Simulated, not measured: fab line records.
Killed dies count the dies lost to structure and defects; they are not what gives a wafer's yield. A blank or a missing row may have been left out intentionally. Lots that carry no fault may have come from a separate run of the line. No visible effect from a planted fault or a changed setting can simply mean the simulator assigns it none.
Comparing a struck lot with a sound one ; flow n5_finfet ; 16 out of 1938 route steps
Sound: wafers L707.1, L707.5, L707.6. Struck: wafers L699.1, L699.2 (left out: L699.4, a lot-mate that was not struck); the cause follows at the end.
Per side, at each step with rows, come the tool, then ch with its chambers, and then its first start. Under that, the readings that differ: sound wafers ; struck wafers ; difference of the means ; sigmas: that difference in standard deviations of wafers without a fault.
alike: a reading whose means differ by less than 2 such deviations, as well as words and numbers matching on both sides. not compared: withheld readings; readings where some wafer has no value; bounds like >300 that might hide an equal value; numbers whose values overlap and for which the record gives no deviation.
Wherever a step has rows on one side only, a row that says differs or no value, or a row with sigmas, the two part there. Numbers that have no deviation but don't overlap get no sigmas and don't part them. Lack of a reading on every wafer of one side parts them only where that side has two or more wafers.

first, 1 step without rows for these wafers: N5_FIN_SAQP_MANDREL1_REMOVE_56 (chemistry HBr/Cl2/O2, target a-Si, stops on SiNx, bt time 10 s).
N5_FIN_SAQP_CD_MEAS_27: target cd 20 nm.
  sound on cd_sem-01 ch 0, day 6 07:29; struck on cd_sem-03 ch 0, day 4 06:05
  alike: cd_nm
N5_FIN_SAQP_ETCH_57: etches SiNx in CH3F/O2, target depth 32.5 nm, time 46.4 s.
  sound on rie_diel-06 ch 0,3, day 6 07:32; struck on rie_diel-06 ch 1,3, day 4 06:10
  alike: drypump_motor_current_A, etch_rf_on_time_s, oes_f_703_au, oes_product_au, rf_vpp_V, showerhead_plenum_p_Torr, throttle_valve_pct
  not compared: rf_hours_counter_h
N5_FIN_SAQP_ETCH_65: etches SiO2 in CF4, target depth 4 nm, time 4.4 s.
  sound on rie_si-04 ch 0,1, day 6 07:39; struck on rie_si-01 ch 2,3, day 4 06:17
  alike: drypump_motor_current_A, oes_product_au, throttle_valve_pct
  not compared: rf_hours_counter_h
then, 3 steps without rows for these wafers: N5_FIN_SAQP_MANDREL_ETCH_58 (etches a-Si in HBr/Cl2, stops on SiNx, target depth 45 nm, bt time 10 s, time 27 s); N5_FIN_SAQP_RECESS_63 (chemistry HF/NH3, target SiO2, target depth 18 nm, afs cycles 3, sublimation time 60 s); N5_FIN_SAQP_COAT_68 (time 60 s, resist thk 100 nm).
N5_FIN_SAQP_ETCH_69: etches SOC in N2/H2, stops on SiNx, target depth 150 nm.
  sound on rie_diel-06 ch 0,1, day 6 08:13; struck on rie_diel-04 ch 0,2, day 4 06:50
  alike: drypump_motor_current_A, oes_product_au, rf_vpp_V, showerhead_plenum_p_Torr, throttle_valve_pct
  not compared: rf_hours_counter_h
then, 1 step without rows for these wafers: N5_FIN_SAQP_ETCH_67 (etches SiNx in CH3F/O2, target depth 30 nm).
N5_FIN_SAQP_STRIP_70: strips in N2/H2.
  sound on rie_diel-06 ch 0,1, day 6 08:19; struck on rie_diel-04 ch 0,2, day 4 06:56
  alike: drypump_motor_current_A, oes_product_au, rf_vpp_V, showerhead_plenum_p_Torr, throttle_valve_pct
  not compared: rf_hours_counter_h
then, 1 step without rows for these wafers: N5_FIN_SAQP_RECESS_71 (chemistry HF/NH3, target SiO2, target depth 3 nm, afs cycles 1, sublimation time 60 s).
N5_FIN_SAQP_SPACER2_ALD_28: deposits SiO2, target thk 8.1 nm, pulse time 1 s, purge time 2 s.
  sound on ald_sin-01 ch 2,3, day 6 08:31; struck on ald_sin-04 ch 2,3, day 4 07:09
  alike: heater_power_outer_w, heater_power_w, precursor_pulse_height_rel
N5_FIN_SAQP_SPACER2_ETCHBACK_29: etches SiO2 in CHF3/O2, target depth 12.2 nm, time 6.1 s.
  sound on rie_diel-06 ch 2,3, day 6 08:50; struck on rie_diel-05 ch 2,3, day 4 07:29
reading;sound;struck;difference;sigmas
oes_product_au (a.u.);0.80 0.69 0.81;0.55 0.52;-0.23;-3
  alike: drypump_motor_current_A, oes_f_703_au, rf_vpp_V, showerhead_plenum_p_Torr, throttle_valve_pct
  not compared: rf_hours_counter_h
then, 1 step without rows for these wafers: N5_FIN_SAQP_MANDREL2_REMOVE_60 (chemistry HBr/Cl2/O2, target a-Si, stops on SiNx, bt time 10 s).
-- here the record skips 6 days between the struck wafers' starts before and after, leaving off in module FIN_SAQP and picking up in module BEOL_M4 (first step shown: number 1111 of the route) --
N5_BEOL_M4_RC_MEAS_101:
  sound on prober-01 ch 0, day 13 17:16; struck on prober-02 ch 0, day 10 12:01
  alike: DIBL_N, DIBL_P, IOFF_N, IOFF_P, ION_N, ION_P, SS_N, SS_P, VT_N, VT_P
-- a jump in the record: the struck wafers' starts before and after are 4 days apart (it breaks off in module BEOL_M4 and resumes in module PASSIVATION, where the first step shown is number 1936 of the route) --
N5_PASSIVATION_PROBE_49:
  struck on prober-01, day 14 23:19; sound on prober-02, day 18 00:57
reading;sound;struck;difference;sigmas
defect_limited_yield (%);88.2 87.8 89.8;92.5 91.4;+3.4;+2
killed_at_contacts;20 17 16;3 5;-14;-2
killed_dies;139 144 120;89 102;-39;-2
sort_n_pass;1041 1036 1060;1091 1078;+39;+2
sort_yield_pct (%);88.2 87.8 89.8;92.5 91.4;+3.4;+2
  alike: killed_at_M0_to_M3, killed_at_M4_up, killed_at_front_end, killed_at_other, killed_on_rim, killed_open, killed_short, sort_bin_5_function, sort_bin_6_memory

## WHERE THEY PART
First at N5_FIN_SAQP_SPACER2_ETCHBACK_29; last, within this record, at N5_PASSIVATION_PROBE_49.

WHY: what the simulator had put in
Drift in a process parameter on rie_diel-05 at N5_FIN_SAQP_SPACER2_ETCHBACK_29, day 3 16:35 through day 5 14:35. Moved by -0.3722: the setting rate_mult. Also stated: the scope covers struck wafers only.
